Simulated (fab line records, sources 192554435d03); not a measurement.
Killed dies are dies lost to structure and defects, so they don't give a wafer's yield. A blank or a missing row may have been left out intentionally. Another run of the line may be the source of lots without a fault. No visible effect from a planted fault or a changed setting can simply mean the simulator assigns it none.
Chamber matching -- flow n5 finfet -- pecvd-01 running N5_BEOL_M12_DEP_53: 3 sister chambers
The step deposits SiCN from 3MS/NH3, target thk 30 nm, time 10.5 s. 14 wafers are shown with their chamber, then 7 later ones without.

WAFERS, EACH WITH ITS CHAMBER
wafer,chamber,throttle valve pct (%),showerhead plenum p Torr (Torr)
L075.1,1,17.0,4.195
L075.4,2,17.0,4.177
L075.5,1,17.4,4.197
L079.2,2,16.7,4.178
L079.3,1,17.3,4.201
L079.4,2,17.0,4.183
L085.2,2,16.6,4.171
L085.3,0,19.0,4.147
L085.6,1,17.4,4.197
L084.1,1,17.3,4.200
L084.3,0,19.2,4.159
L084.5,2,17.2,4.164
L087.1,2,16.9,4.174
L087.2,0,19.1,4.158

SIGNATURES, as means of the wafers listed above
reading,chamber 0,chamber 1,chamber 2,scatter within a chamber
throttle valve pct,19.100,17.280,16.900,0.183
showerhead plenum p Torr,4.15467,4.19800,4.17450,0.00545
Rule: for a wafer and a chamber, the distance is found by dividing, reading by reading, the gap between the wafer's reading and the chamber's mean by the reading's scatter, squaring, summing and taking the root. If the next closest chamber is less than 2 further off than the closest, the wafer can't be placed; otherwise it belongs to the closest. The scatter: the root of (the sum of the squares of (reading less its chamber's mean) over the shown wafers, divided by (wafers less chambers)).

WAFERS MISSING THEIR CHAMBER
wafer,throttle valve pct (%),showerhead plenum p Torr (Torr)
L087.6,17.3,4.194
L090.2,17.1,4.193
L090.3,19.3,4.156
L090.6,19.3,4.161
L088.1,19.2,4.155
L088.5,17.4,4.195
L088.6,19.2,4.148

THE CHAMBER EACH PASSED THROUGH
wafer,from the rows above,in truth
L087.6,1,1
L090.2,1,1
L090.3,0,0
L090.6,0,0
L088.1,0,0
L088.5,1,1
L088.6,0,0
7 of 7 placed correctly. Can't be placed from these rows: 0. 0 placed wrongly.
